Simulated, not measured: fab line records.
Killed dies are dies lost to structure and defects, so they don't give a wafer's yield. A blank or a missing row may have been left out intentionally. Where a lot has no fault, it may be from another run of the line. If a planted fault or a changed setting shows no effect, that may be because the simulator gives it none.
Problem report, 8D (eight disciplines) form, completed by code    flow nandHarc    the parts of the form that need people (team, actions taken, sign-off) are left out

== 1. WHAT WENT WRONG ==
Mean of cdNm at NHARC_A_BLC_CD_MEAS_10: 22.8 nm across 6 wafers in 2 lots; on wafers with no fault it is 99.9 nm (standard deviation 0.93). Measured from the usual mean, that is -83 standard deviations.
The step: target cd 100 nm.
First seen on wafer L710.1, day 20 16:38, on cdSem-03. At this step, 42 wafers from 14 lots have a number in the record. The rule behind "out" and "out of limits": a value lying over 4 standard deviations away from the usual mean. The rest of the wafers with a number are treated as sound.

== 2. WHAT IT IS AND WHAT IT IS NOT ==
question                     is                      is not
which readings at this step  cdNm                    -
which lots                   L710, L711              L698, L699, L700, L701, L702, L703, L712, L715, L716, L717, L718, L719
which wafers of those lots   all that have a number  -
read on which gauges         cdSem-03                cdSem-01, cdSem-02
when                         from day 20 16:38       up to then (18 sound wafers); but 18 sound wafers of L712, L715, L716, L717, L718, L719 came after

== 3. THE SUSPECTS, EACH WITH WHAT RULES IT OUT ==
Counting: a tool at a process step up to the reading stays a suspect if it ran every lot that is out and no sound lot after the first of them.
- ruled out: the gauge at NHARC_A_BLC_CD_MEAS_10. All the wafers that are out were read on cdSem-03, but those of them that NHARC_A_BLC_PEB_08 has rows for are out there too, on other tools.
- harCapEtch-01 at NHARC_A_CONTACT_ETCH_135 (etches the open film in C4F8/O2/Ar, time 132 s, target depth 1287 nm): ruled out as a lasting fault. After its first lot that is out, L710 (day 20 12:30), sound lots L712, L715, L716 ran on it.
- lithoTrack-01 at NHARC_A_BLC_PEB_08 (peb time 65 s): kept. It ran every lot that is out, first L710 (day 20 16:34), and no sound lot after that; its last sound lot up to then is L700 (day 18 20:14). Out on those wafers are its own readings of heaterPowerTotalW, plateTempC.
Left after counting: lithoTrack-01 at NHARC_A_BLC_PEB_08.

== 4. THE CAUSE (what the simulator had put in) ==
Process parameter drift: lithoTrack-01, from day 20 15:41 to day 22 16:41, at NHARC_A_BLC_PEB_08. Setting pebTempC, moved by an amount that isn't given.
Counting left only this tool.

== 5. SEQUENCE OF EFFECTS, ordered by route ==
Each row: a reading whose mean over the struck wafers that have a number lies more than 3 standard deviations from the usual. Scope: only readings with a usual standard deviation given in the record; hours: median across lots of the time from each lot's start at the first step in this table that gives one to its start at this step; sigmas: change in usual standard deviations.
hours  step                    reading            usual    on struck wafers  change  sigmas
0      NHARC_A_BLC_PEB_08      heaterPowerTotalW  156.6 W  126.4             -30.2   -69
0      NHARC_A_BLC_PEB_08      plateTempC         99.97 C  85.75             -14.22  -99 or more
0      NHARC_A_BLC_CD_MEAS_10  cdNm               99.9 nm  22.8              -77.1   -83
Its process steps:
- NHARC_A_BLC_PEB_08: peb time 65 s.

== 6. HOW IT WOULD HAVE BEEN CAUGHT EARLIER ==
In this record the first reading out of limits at a measuring or inspecting step was taken at day 20 16:38, 1 hour after the fault began at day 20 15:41.
At NHARC_A_BLC_PEB_08, the tool's own readings (heaterPowerTotalW, plateTempC) were out on each struck wafer the step has a row for, so an alarm limit on them would have fired on the first such wafer.
Of the lots that are out (2), L711 began NHARC_A_BLC_PEB_08 on lithoTrack-01 after day 20 16:38. Had the tool been put on hold then, it would have been spared.
